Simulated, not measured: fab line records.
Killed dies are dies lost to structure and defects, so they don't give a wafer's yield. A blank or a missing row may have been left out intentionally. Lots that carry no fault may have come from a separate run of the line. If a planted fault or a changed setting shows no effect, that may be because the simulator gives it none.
fab line records -- flow nand_harc -- part 1 of 2: steps 1 to 20 of 30
record: lots: 5, wafers: 15, last_day: 32
route steps=1302 shown P_GATE@133
lots that met no fault: from a run of the same line without faults
start_h: start of the lot's first displayed wafer, in hours after the record's first day -- wait_h: how many hours have passed since the lot's step before this one -- " as in the row above -- L1.1+2: a single row standing in for several wafers -- - no value present, or no start provided -- * or withheld: withheld -- < > ~ a bound
route shown NAME@n: NAME is a module with steps in the file, n the number in the route of the first one -- usual: the fault-free wafers' mean and standard deviation -- same: alike in all rows -- chamber/n: place in a boat -- sites: readings site by site -- _std_site: standard deviation across them -- _edge_site: the outer-site mean with the inner-site mean subtracted -- radius_mm: for every site, how far away it sits from the centre of the wafer -- mask NAME#n: copy n -- behind: the last tool/chamber to shape the wafer -- hold: why the lot was held/for how many hours/how that ended -- device: names the non-switching transistor (n, p or np) -- end of line: the same wafers' tests at the end of the route -- where a step has no rows: the recipe by itself -- killed: at the first sort, the dies lost to defects and structure; wafer yield is something else -- map: dies across one wafer; x = killed, . = not, _ = none there
set.NAME: the run value of the setting; set.NAME@STEP: its run value at that earlier step -- model.NAME: the simulator's own value behind a step, which no gauge read
lots at some steps of the route; a table a step, a row a wafer
services: a tool's chamber out of use, with start hour (start_h, from the record's first day; less than 0 if before it), hours out, and reason
== steps ==
step: NHARC_P_GATE_DEHYDRATE_18
recipe: temp_c: 150, time_s: 120
usual: chill_plate_temp_C: 22.99/0.11
lot.wafer,tool,chamber,start_h,wait_h,chill_plate_temp_C
L075.2,litho_track-04,0,103.32,0.2,22.96
L075.3,litho_track-04,0,103.32,0.2,23.12
L075.6,litho_track-04,0,103.32,0.2,23.05
L076.1,litho_track-06,0,114.01,0.2,23.08
L076.3,litho_track-06,0,114.01,0.2,23.03
L076.5,litho_track-06,0,114.01,0.2,22.92
L079.1,litho_track-04,0,143.33,0.2,23.06
L079.2,litho_track-04,0,143.33,0.2,23.03
L079.4,litho_track-04,0,143.33,0.2,22.98
L084.1,litho_track-06,0,206.41,0.2,23.02
L084.2,litho_track-06,0,206.41,0.2,23.05
L084.6,litho_track-06,0,206.41,0.2,23.08
L096.2,litho_track-06,0,315.98,0.2,22.91
L096.5,litho_track-06,0,315.98,0.2,23.06
L096.6,litho_track-06,0,315.98,0.2,22.99
step: NHARC_P_GATE_HMDS_19
recipe: time_s: 30
usual: chill_plate_temp_C: 23.01/0.1
lot.wafer,tool,chamber,start_h,wait_h,chill_plate_temp_C
L075.2,litho_track-04,0,-,-,23.03
L075.3,litho_track-04,0,-,-,22.99
L075.6,litho_track-04,0,-,-,22.95
L076.1,litho_track-06,0,-,-,22.95
L076.3,litho_track-06,0,-,-,22.87
L076.5,litho_track-06,0,-,-,22.97
L079.1,litho_track-04,0,-,-,23.11
L079.2,litho_track-04,0,-,-,22.97
L079.4,litho_track-04,0,-,-,23.14
L084.1,litho_track-06,0,-,-,22.96
L084.2,litho_track-06,0,-,-,22.97
L084.6,litho_track-06,0,-,-,22.96
L096.2,litho_track-06,0,-,-,22.87
L096.5,litho_track-06,0,-,-,22.83
L096.6,litho_track-06,0,-,-,23.01
step: NHARC_P_GATE_COAT_20
recipe: spin_rpm: 1500, resist_thk_nm: 90
usual: chill_plate_temp_C: 23.01/0.1
lot.wafer,tool,chamber,start_h,wait_h,chill_plate_temp_C
L075.2,litho_track-04,0,-,-,22.97
L075.3,litho_track-04,0,-,-,22.97
L075.6,litho_track-04,0,-,-,23.02
L076.1,litho_track-06,0,-,-,23.11
L076.3,litho_track-06,0,-,-,23.14
L076.5,litho_track-06,0,-,-,23.13
L079.1,litho_track-04,0,-,-,22.86
L079.2,litho_track-04,0,-,-,22.98
L079.4,litho_track-04,0,-,-,22.96
L084.1,litho_track-06,0,-,-,22.85
L084.2,litho_track-06,0,-,-,22.95
L084.6,litho_track-06,0,-,-,22.94
L096.2,litho_track-06,0,-,-,23.00
L096.5,litho_track-06,0,-,-,22.93
L096.6,litho_track-06,0,-,-,22.96
step: NHARC_P_GATE_SOFTBAKE_21
recipe: temp_c: 105, time_s: 55
usual: chill_plate_temp_C: 23.01/0.088
lot.wafer,tool,chamber,start_h,wait_h,chill_plate_temp_C
L075.2,litho_track-04,0,-,-,23.13
L075.3,litho_track-04,0,-,-,22.99
L075.6,litho_track-04,0,-,-,22.96
L076.1,litho_track-06,0,-,-,23.07
L076.3,litho_track-06,0,-,-,23.14
L076.5,litho_track-06,0,-,-,22.94
L079.1,litho_track-04,0,-,-,22.98
L079.2,litho_track-04,0,-,-,23.02
L079.4,litho_track-04,0,-,-,23.06
L084.1,litho_track-06,0,-,-,22.90
L084.2,litho_track-06,0,-,-,22.86
L084.6,litho_track-06,0,-,-,22.86
L096.2,litho_track-06,0,-,-,23.27
L096.5,litho_track-06,0,-,-,23.06
L096.6,litho_track-06,0,-,-,23.03
step: NHARC_P_GATE_EBR_22
usual: chill_plate_temp_C: 22.98/0.093
lot.wafer,tool,chamber,start_h,wait_h,chill_plate_temp_C
L075.2,litho_track-04,0,-,-,23.12
L075.3,litho_track-04,0,-,-,23.06
L075.6,litho_track-04,0,-,-,23.09
L076.1,litho_track-06,0,-,-,23.09
L076.3,litho_track-06,0,-,-,22.97
L076.5,litho_track-06,0,-,-,23.02
L079.1,litho_track-04,0,-,-,22.80
L079.2,litho_track-04,0,-,-,22.90
L079.4,litho_track-04,0,-,-,22.81
L084.1,litho_track-06,0,-,-,22.92
L084.2,litho_track-06,0,-,-,23.07
L084.6,litho_track-06,0,-,-,23.06
L096.2,litho_track-06,0,-,-,22.78
L096.5,litho_track-06,0,-,-,22.90
L096.6,litho_track-06,0,-,-,22.91
step: NHARC_P_GATE_EXPOSE_23
recipe: na: 1.35, target_cd_nm: 120, dose_mj: 93.91, mask_id: P_GATE
usual: exposure_dose_mJ_cm2: 93.90/0.1
same: na: 1.35
lot.wafer,tool,chamber,start_h,wait_h,mask,exposure_dose_mJ_cm2
L075.2,arfi_scanner-02,0,103.59,-,P_GATE#0,93.94
L075.3,arfi_scanner-02,0,103.59,-,P_GATE#0,93.93
L075.6,arfi_scanner-02,0,103.59,-,P_GATE#0,93.89
L076.1,arfi_scanner-03,0,114.28,-,P_GATE#0,93.74
L076.3,arfi_scanner-03,0,114.28,-,P_GATE#0,93.74
L076.5,arfi_scanner-03,0,114.28,-,P_GATE#0,93.88
L079.1,arfi_scanner-03,0,143.59,-,P_GATE#0,93.94
L079.2,arfi_scanner-03,0,143.59,-,P_GATE#0,93.92
L079.4,arfi_scanner-03,0,143.59,-,P_GATE#0,93.94
L084.1,arfi_scanner-01,0,206.67,-,P_GATE#0,93.79
L084.2,arfi_scanner-01,0,206.67,-,P_GATE#0,93.84
L084.6,arfi_scanner-01,0,206.67,-,P_GATE#0,93.86
L096.2,arfi_scanner-01,0,316.25,-,P_GATE#0,94.22
L096.5,arfi_scanner-01,0,316.25,-,P_GATE#0,94.10
L096.6,arfi_scanner-01,0,316.25,-,P_GATE#0,94.08
step: NHARC_P_GATE_PEB_24
recipe: peb_temp_c: 100, peb_time_s: 65
usual: chill_plate_temp_C: 22.99/0.1
lot.wafer,tool,chamber,start_h,wait_h,chill_plate_temp_C
L075.2,litho_track-01,0,103.65,0.1,23.07
L075.3,litho_track-01,0,103.65,0.1,22.90
L075.6,litho_track-01,0,103.65,0.1,22.84
L076.1,litho_track-01,0,114.34,0.1,22.82
L076.3,litho_track-01,0,114.34,0.1,22.70
L076.5,litho_track-01,0,114.34,0.1,23.01
L079.1,litho_track-01,0,143.65,0.1,22.94
L079.2,litho_track-01,0,143.65,0.1,22.94
L079.4,litho_track-01,0,143.65,0.1,23.08
L084.1,litho_track-06,0,206.73,0.1,23.05
L084.2,litho_track-06,0,206.73,0.1,23.19
L084.6,litho_track-06,0,206.73,0.1,22.92
L096.2,litho_track-01,0,316.30,0.1,22.95
L096.5,litho_track-01,0,316.30,0.1,23.07
L096.6,litho_track-01,0,316.30,0.1,22.88
step: NHARC_P_GATE_DEVELOP_25
recipe: develop_time_s: 35, dev_temp_c: 23
usual: chill_plate_temp_C: 22.99/0.1
lot.wafer,tool,chamber,start_h,wait_h,chill_plate_temp_C
L075.2,litho_track-01,0,-,-,23.02
L075.3,litho_track-01,0,-,-,23.08
L075.6,litho_track-01,0,-,-,23.04
L076.1,litho_track-01,0,-,-,23.06
L076.3,litho_track-01,0,-,-,22.99
L076.5,litho_track-01,0,-,-,23.05
L079.1,litho_track-01,0,-,-,23.13
L079.2,litho_track-01,0,-,-,23.09
L079.4,litho_track-01,0,-,-,23.12
L084.1,litho_track-06,0,-,-,22.96
L084.2,litho_track-06,0,-,-,23.16
L084.6,litho_track-06,0,-,-,22.78
L096.2,litho_track-01,0,-,-,23.01
L096.5,litho_track-01,0,-,-,22.89
L096.6,litho_track-01,0,-,-,22.79
step: NHARC_P_GATE_CD_MEAS_26
recipe: target_cd_nm: 120, landing_energy_ev: 500
usual: cd_nm: 120.3/0.74
lot.wafer,tool,chamber,start_h,wait_h,cd_nm
L075.2,cd_sem-01,0,103.73,-,120.5
L075.3,cd_sem-01,0,103.73,-,120.5
L075.6,cd_sem-01,0,103.73,-,119.8
L076.1,cd_sem-01,0,114.42,-,119.0
L076.3,cd_sem-01,0,114.42,-,119.8
L076.5,cd_sem-01,0,114.42,-,119.7
L079.1,cd_sem-01,0,143.73,-,119.1
L079.2,cd_sem-01,0,143.73,-,120.1
L079.4,cd_sem-01,0,143.73,-,120.1
L084.1,cd_sem-02,0,206.81,-,120.4
L084.2,cd_sem-02,0,206.81,-,119.0
L084.6,cd_sem-02,0,206.81,-,120.2
L096.2,cd_sem-01,0,316.38,-,121.2
L096.5,cd_sem-01,0,316.38,-,120.7
L096.6,cd_sem-01,0,316.38,-,120.7
step: NHARC_P_GATE_OVL_MEAS_27
usual: overlay_x_nm: 0.1/1, overlay_y_nm: 0.2/0.63
lot.wafer,tool,chamber,start_h,wait_h,overlay_x_nm,overlay_y_nm
L075.2,overlay-02,-,103.82,-,-0.5,-1.0
L075.3,overlay-02,-,103.82,-,-0.2,-0.6
L075.6,overlay-02,-,103.82,-,-0.4,-0.9
L076.1,overlay-01,-,114.50,-,-0.3,0.0
L076.3,overlay-01,-,114.50,-,0.2,0.2
L076.5,overlay-01,-,114.50,-,-0.2,-0.1
L079.1,overlay-02,-,143.82,-,-0.3,1.0
L079.2,overlay-02,-,143.82,-,-0.1,1.4
L079.4,overlay-02,-,143.82,-,-0.2,1.3
L084.1,overlay-02,-,206.90,-,1.2,-0.7
L084.2,overlay-02,-,206.90,-,0.1,-0.8
L084.6,overlay-02,-,206.90,-,1.6,-1.0
L096.2,overlay-02,-,316.47,-,-0.6,0.2
L096.5,overlay-02,-,316.47,-,-1.0,0.5
L096.6,overlay-02,-,316.47,-,-0.7,0.2
step: NHARC_P_GATE_INSPECT_28
usual: raw_defect_count: 5.8/2.8
lot.wafer,tool,chamber,start_h,wait_h,raw_defect_count
L075.2,defect_inspect-01,-,103.85,0.0,7
L075.3,defect_inspect-01,-,103.85,0.0,7
L075.6,defect_inspect-01,-,103.85,0.0,3
L076.1,defect_inspect-01,-,114.54,0.0,4
L076.3,defect_inspect-01,-,114.54,0.0,9
L076.5,defect_inspect-01,-,114.54,0.0,4
L079.1,defect_inspect-01,-,143.86,0.0,9
L079.2,defect_inspect-01,-,143.86,0.0,8
L079.4,defect_inspect-01,-,143.86,0.0,10
L084.1,defect_inspect-01,-,206.94,0.0,6
L084.2,defect_inspect-01,-,206.94,0.0,3
L084.6,defect_inspect-01,-,206.94,0.0,5
L096.2,defect_inspect-01,-,316.51,0.0,5
L096.5,defect_inspect-01,-,316.51,0.0,11
L096.6,defect_inspect-01,-,316.51,0.0,4
step: NHARC_P_GATE_DESCUM_31
recipe: time_s: 3, o2_flow_sccm: 200, ar_flow_sccm: 0, bias_power_w: 0, chemistry: O2
usual: drypump_motor_current_A: 5.7/0.4, oes_product_au: 0.999/0.0098, rf_vpp_V: 57.9/0.91, showerhead_plenum_p_Torr: 1.92/0.083, throttle_valve_pct: 11.310/0.0091
lot.wafer,tool,chamber,start_h,wait_h,drypump_motor_current_A,oes_product_au,rf_hours_counter_h,rf_vpp_V,showerhead_plenum_p_Torr,throttle_valve_pct
L075.3,rie_diel-10,2,103.91,0.1,4.8,0.985,2,57.5,2.04,11.304
L075.2,rie_diel-10,0,103.91,0.1,5.8,0.989,1,56.6,1.79,11.321
L075.6,rie_diel-10,2,103.91,0.1,4.8,0.985,-,59.8,2.04,11.317
L076.3,rie_diel-02,0,114.61,0.1,5.8,1.009,7,57.0,1.90,11.317
L076.1,rie_diel-02,1,114.61,0.1,5.0,1.003,6,58.8,1.85,11.328
L076.5,rie_diel-02,0,114.61,0.1,5.8,1.008,-,58.0,1.90,11.328
L079.2,rie_diel-02,2,143.93,0.1,5.4,1.001,7,58.8,1.93,11.310
L079.1,rie_diel-02,3,143.93,0.1,6.0,0.987,8,59.1,1.96,11.335
L079.4,rie_diel-02,3,143.93,0.1,6.0,0.987,-,57.3,1.96,11.295
L084.2,rie_diel-02,3,207.01,0.1,6.0,0.976,11,57.5,1.96,11.309
L084.1,rie_diel-02,1,207.01,0.1,5.0,0.992,10,58.5,1.84,11.302
L084.6,rie_diel-02,2,207.01,0.1,5.4,0.992,-,54.9,1.93,11.300
L096.2,rie_diel-07,0,316.58,0.1,6.0,0.997,1,57.4,1.93,11.303
L096.6,rie_diel-07,3,316.58,0.1,6.2,1.013,-,56.5,1.83,11.295
L096.5,rie_diel-07,0,316.58,0.1,6.0,1.003,-,57.1,1.93,11.304
step: NHARC_P_GATE_ETCH_104
recipe: target_depth_a: 600, time_s: withheld, cf4_flow_sccm: 100, chf3_flow_sccm: 30, ar_flow_sccm: 0, rf_w: 500, bias_w: 200, chemistry: CF4/CHF3
usual: bias_w: 199.9/0.62, drypump_motor_current_A: 5.6/0.41, oes_product_au: 0.952/0.022, rf_vpp_V: 370.8/2.2, showerhead_plenum_p_Torr: 1.58/0.066, throttle_valve_pct: 16.802/0.0084
lot.wafer,tool,chamber,start_h,wait_h,bias_w,drypump_motor_current_A,oes_product_au,rf_vpp_V,showerhead_plenum_p_Torr,throttle_valve_pct
L075.3,rie_diel-10,1,104.00,0.1,199.0,5.8,0.938,371.3,1.61,16.801
L075.2,rie_diel-10,2,104.00,0.1,200.1,4.8,0.916,373.1,1.67,16.803
L075.6,rie_diel-10,1,104.00,0.1,200.5,5.8,0.931,372.9,1.61,16.811
L076.1,rie_diel-02,3,114.70,0.1,199.5,6.0,0.900,371.6,1.61,16.807
L076.3,rie_diel-02,0,114.70,0.1,199.9,5.8,0.925,368.6,1.57,16.796
L076.5,rie_diel-02,1,114.70,0.1,200.1,5.0,0.923,369.4,1.52,16.795
L079.1,rie_diel-02,3,144.02,0.1,200.2,6.0,0.953,371.2,1.61,16.790
L079.2,rie_diel-02,2,144.02,0.1,199.5,5.4,0.962,370.7,1.59,16.803
L079.4,rie_diel-02,3,144.02,0.1,199.5,6.0,0.953,371.3,1.61,16.801
L084.1,rie_diel-02,3,207.09,0.1,201.2,6.0,0.952,371.7,1.61,16.796
L084.2,rie_diel-02,0,207.09,0.1,200.5,5.8,0.985,370.7,1.57,16.793
L084.6,rie_diel-02,2,207.09,0.1,200.4,5.4,0.950,371.6,1.59,16.818
L096.2,rie_diel-07,1,316.65,0.1,199.7,6.0,0.968,374.0,1.69,16.804
L096.6,rie_diel-07,1,316.65,0.1,198.0,6.0,0.979,373.6,1.69,16.815
L096.5,rie_diel-07,2,316.65,0.1,200.5,5.5,0.970,373.1,1.68,16.802
step: NHARC_P_GATE_HM_OPEN_105
recipe: target_depth_a: 3600, o2_flow_sccm: 400, cos_flow_sccm: 20, ar_flow_sccm: 0, rf_w: 500, bias_w: 300, chemistry: O2/COS
usual: bias_w: 299.9/0.83, cos_flow_sccm: 20.00/0.056, drypump_motor_current_A: 5.7/0.43, oes_product_au: 0.999/0.01, rf_vpp_V: 467.5/2.8, showerhead_plenum_p_Torr: 3.14/0.13, throttle_valve_pct: 28.330/0.0094
lot.wafer,tool,chamber,start_h,wait_h,bias_w,cos_flow_sccm,drypump_motor_current_A,oes_product_au,rf_hours_counter_h,rf_vpp_V,showerhead_plenum_p_Torr,throttle_valve_pct
L075.2,rie_diel-10,2,-,-,300.4,20.04,4.7,0.985,2,470.9,3.31,28.322
L075.3,rie_diel-10,0,-,-,300.3,19.86,5.8,0.986,1,463.5,2.93,28.329
L075.6,rie_diel-10,3,-,-,300.9,20.00,5.7,0.993,-,463.6,2.95,28.329
L076.1,rie_diel-02,3,-,-,300.0,19.98,6.0,0.989,6,468.5,3.19,28.340
L076.3,rie_diel-02,0,-,-,301.9,19.94,5.8,0.999,7,467.7,3.11,28.333
L076.5,rie_diel-02,2,-,-,299.3,20.03,5.4,0.990,-,468.3,3.15,28.341
L079.1,rie_diel-02,2,-,-,299.7,19.94,5.4,0.993,7,468.0,3.15,28.321
L079.2,rie_diel-02,3,-,-,299.4,20.08,6.0,0.986,8,468.3,3.19,28.315
L079.4,rie_diel-02,0,-,-,299.5,19.97,5.8,0.999,-,467.3,3.11,28.345
L084.1,rie_diel-02,1,-,-,298.4,20.03,5.0,0.993,10,463.9,3.02,28.327
L084.2,rie_diel-02,2,-,-,300.6,20.04,5.4,0.994,10,468.4,3.15,28.335
L084.6,rie_diel-02,3,-,-,299.9,20.01,6.0,0.982,-,468.6,3.19,28.341
L096.2,rie_diel-07,0,-,-,298.1,20.06,6.0,1.009,1,467.6,3.15,28.337
L096.6,rie_diel-07,2,-,-,299.6,20.00,5.5,1.002,-,471.0,3.33,28.320
L096.5,rie_diel-07,3,-,-,299.3,19.95,6.2,1.019,-,464.6,2.99,28.317
step: NHARC_P_GATE_STRIP_106
recipe: o2_flow_sccm: 400, cos_flow_sccm: 20, ar_flow_sccm: 0, bias_w: 0, chemistry: O2/COS
lot.wafer,tool,chamber,start_h,wait_h
L075.3+2+6,rie_diel-10,"1,2,0",-,-
L076.3+1+5,rie_diel-02,"2,3,2",-,-
L079.1+2+4,rie_diel-02,"0,3,2",-,-
L084.1+2+6,rie_diel-02,"1,0,1",-,-
L096.2+5+6,rie_diel-07,"1,1,2",-,-
step: NHARC_P_GATE_ETCH_114
recipe: target_depth_a: 300, overetch_a: 30, time_s: 16.5, ion_energy_ev: 100, cf4_flow_sccm: 80, o2_flow_sccm: 20, ar_flow_sccm: 0, rf_w: 300, bias_w: 100, chemistry: CF4/O2
usual: bias_w: 100.02/0.29, drypump_motor_current_A: 5.7/0.39, oes_ar_750_au: 1.000/0.0044, oes_product_au: 0.999/0.0096, rf_vpp_V: 198.0/1.4, showerhead_plenum_p_Torr: 1.34/0.058, throttle_valve_pct: 13.397/0.0085
lot.wafer,tool,chamber,start_h,wait_h,bias_w,drypump_motor_current_A,oes_ar_750_au,oes_product_au,rf_hours_counter_h,rf_vpp_V,showerhead_plenum_p_Torr,throttle_valve_pct
L075.3,rie_diel-10,1,-,-,99.73,5.8,0.998,1.003,2,198.1,1.37,13.387
L075.2,rie_diel-10,2,-,-,99.71,4.7,1.001,1.000,2,200.2,1.42,13.397
L075.6,rie_diel-10,0,-,-,99.34,5.9,1.000,0.988,-,197.5,1.25,13.396
L076.3,rie_diel-02,2,-,-,99.86,5.4,1.008,0.994,6,197.1,1.35,13.399
L076.1,rie_diel-02,0,-,-,100.04,5.8,0.986,0.995,7,198.5,1.33,13.393
L076.5,rie_diel-02,2,-,-,99.73,5.4,1.007,0.999,-,197.1,1.35,13.401
L079.2,rie_diel-02,3,-,-,99.91,6.0,1.002,0.977,8,196.8,1.36,13.383
L079.1,rie_diel-02,0,-,-,100.13,5.9,0.997,1.003,8,197.5,1.33,13.376
L079.4,rie_diel-02,2,-,-,100.06,5.4,1.001,0.994,-,198.3,1.35,13.388
L084.2,rie_diel-02,2,-,-,100.15,5.4,1.002,0.989,10,196.3,1.35,13.380
L084.1,rie_diel-02,0,-,-,99.98,5.8,0.997,1.016,11,196.7,1.33,13.395
L084.6,rie_diel-02,3,-,-,100.03,6.0,1.002,0.979,-,197.6,1.36,13.406
L096.2,rie_diel-07,3,-,-,100.67,6.2,0.999,1.010,1,198.1,1.28,13.388
L096.5,rie_diel-07,2,-,-,100.20,5.5,1.001,0.998,-,200.7,1.43,13.399
L096.6,rie_diel-07,3,-,-,100.36,6.2,0.999,1.010,-,196.6,1.28,13.396
step: NHARC_P_GATE_ETCH_32
recipe: target_depth_a: 1500, over_etch_frac: 1, over_etch_ion_energy_ev: 40, time_s: 100.1, hbr_flow_sccm: 150, cl2_flow_sccm: 50, rf_w: 400, icp_w: 400, bias_w: 100, chemistry: HBr/Cl2
usual: bias_w: 100.00/0.28, drypump_motor_current_A: 5.9/0.36, oes_product_au: 1.003/0.0098, throttle_valve_pct: 26.405/0.0083
lot.wafer,tool,chamber,start_h,wait_h,bias_w,drypump_motor_current_A,oes_product_au,rf_hours_counter_h,throttle_valve_pct
L075.2,rie_si-05,1,104.37,-,100.02,6.0,1.018,1.0,26.401
L075.3,rie_si-05,2,104.37,-,99.82,6.3,0.998,1.0,26.400
L075.6,rie_si-05,2,104.37,-,100.03,6.3,1.003,-,26.391
L076.3,rie_si-03,2,115.08,-,100.52,5.0,1.006,0.3,26.412
L076.1,rie_si-03,0,115.08,-,99.96,6.3,1.024,0.4,26.401
L076.5,rie_si-03,1,115.08,-,99.95,5.7,1.011,-,26.394
L079.4,rie_si-05,3,144.45,-,99.90,6.3,0.998,0.1,26.415
L079.1,rie_si-05,0,144.45,-,99.92,5.5,0.987,0.1,26.403
L079.2,rie_si-05,1,144.45,-,100.06,5.9,1.006,0.1,26.411
L084.2,rie_si-05,3,207.49,-,99.87,6.3,1.003,0.5,26.386
L084.1,rie_si-05,0,207.49,-,99.87,5.5,0.983,0.4,26.412
L084.6,rie_si-05,2,207.49,-,100.15,6.3,1.003,-,26.405
L096.2,rie_si-03,1,317.07,-,100.15,5.7,0.990,0.5,26.394
L096.6,rie_si-03,2,317.07,-,99.59,5.0,0.976,-,26.407
L096.5,rie_si-03,3,317.07,-,99.90,5.8,0.996,-,26.400
step: NHARC_P_GATE_STRIP_108
recipe: o2_flow_sccm: 500, ar_flow_sccm: 0, bias_w: 0, chemistry: O2
usual: drypump_motor_current_A: 5.7/0.4, oes_product_au: 1.001/0.0094, rf_vpp_V: 57.8/0.92, showerhead_plenum_p_Torr: 3.53/0.15, throttle_valve_pct: 17.036/0.01
same: bias_w: 0
lot.wafer,tool,chamber,start_h,wait_h,drypump_motor_current_A,oes_product_au,rf_hours_counter_h,rf_vpp_V,showerhead_plenum_p_Torr,throttle_valve_pct
L075.3,rie_diel-07,3,104.56,-,6.2,0.996,6,57.8,3.39,17.043
L075.2,rie_diel-07,0,104.56,-,6.1,0.975,6,57.6,3.57,17.040
L075.6,rie_diel-07,1,104.56,-,6.0,0.986,-,58.6,3.79,17.038
L076.1,rie_diel-02,3,115.24,-,6.0,0.989,6,57.8,3.60,17.036
L076.3,rie_diel-02,0,115.24,-,5.8,1.014,7,57.7,3.51,17.018
L076.5,rie_diel-02,2,115.24,-,5.4,1.001,-,58.0,3.56,17.020
L079.1,rie_diel-02,0,144.63,-,5.8,1.005,8,58.0,3.51,17.043
L079.2,rie_diel-02,2,144.63,-,5.4,1.002,7,57.8,3.56,17.035
L079.4,rie_diel-02,0,144.63,-,5.9,0.999,-,59.2,3.51,17.058
L084.2,rie_diel-02,3,207.64,-,6.0,0.983,11,56.4,3.60,17.035
L084.1,rie_diel-02,1,207.64,-,5.0,0.991,10,57.7,3.41,17.024
L084.6,rie_diel-02,3,207.64,-,6.0,0.977,-,58.8,3.60,17.029
L096.2,rie_diel-02,0,317.24,-,5.8,1.010,4,56.6,3.51,17.038
L096.5,rie_diel-02,1,317.24,-,5.0,1.003,-,57.3,3.41,17.046
L096.6,rie_diel-02,2,317.24,-,5.4,1.015,-,57.8,3.56,17.030
step: NHARC_P_GATE_CD_MEAS_33
usual: cd_nm: 121.0/3
lot.wafer,tool,chamber,start_h,wait_h,cd_nm
L075.2,cd_sem-03,-,104.71,-,122.6
L075.3,cd_sem-03,-,104.71,-,121.5
L075.6,cd_sem-03,-,104.71,-,122.4
L076.1,cd_sem-02,-,115.40,-,122.8
L076.3,cd_sem-02,-,115.40,-,119.3
L076.5,cd_sem-02,-,115.40,-,119.4
L079.1,cd_sem-01,-,144.81,0.2,119.9
L079.2,cd_sem-01,-,144.81,0.2,124.4
L079.4,cd_sem-01,-,144.81,0.2,123.4
L084.1,cd_sem-01,-,207.80,-,120.1
L084.2,cd_sem-01,-,207.80,-,118.7
L084.6,cd_sem-01,-,207.80,-,122.2
L096.2,cd_sem-02,-,317.37,-,118.9
L096.5,cd_sem-02,-,317.37,-,120.4
L096.6,cd_sem-02,-,317.37,-,120.3
step: NHARC_P_GATE_STRIP_35
recipe: time_s: 600, temp_c: 130, chemistry: SPM
usual: bath_guard_temp_C: 129.9/0.6
lot.wafer,tool,chamber,start_h,wait_h,bath_guard_temp_C
L075.3,wet_bench-03,7,104.80,0.1,129.7
L075.2,wet_bench-03,0,104.80,0.1,128.8
L075.6,wet_bench-03,1,104.80,0.1,131.2
L076.1,wet_bench-04,5,115.50,0.1,129.8
L076.5,wet_bench-04,6,115.50,0.1,129.0
L076.3,wet_bench-04,7,115.50,0.1,130.2
L079.1,wet_bench-04,3,144.90,0.1,129.4
L079.2,wet_bench-04,7,144.90,0.1,129.9
L079.4,wet_bench-04,0,144.90,0.1,130.0
L084.2,wet_bench-06,1,207.88,0.1,129.7
L084.6,wet_bench-06,3,207.88,0.1,129.7
L084.1,wet_bench-06,6,207.88,0.1,130.6
L096.5,wet_bench-06,3,317.47,0.1,130.1
L096.2,wet_bench-06,4,317.47,0.1,130.4
L096.6,wet_bench-06,5,317.47,0.1,130.2
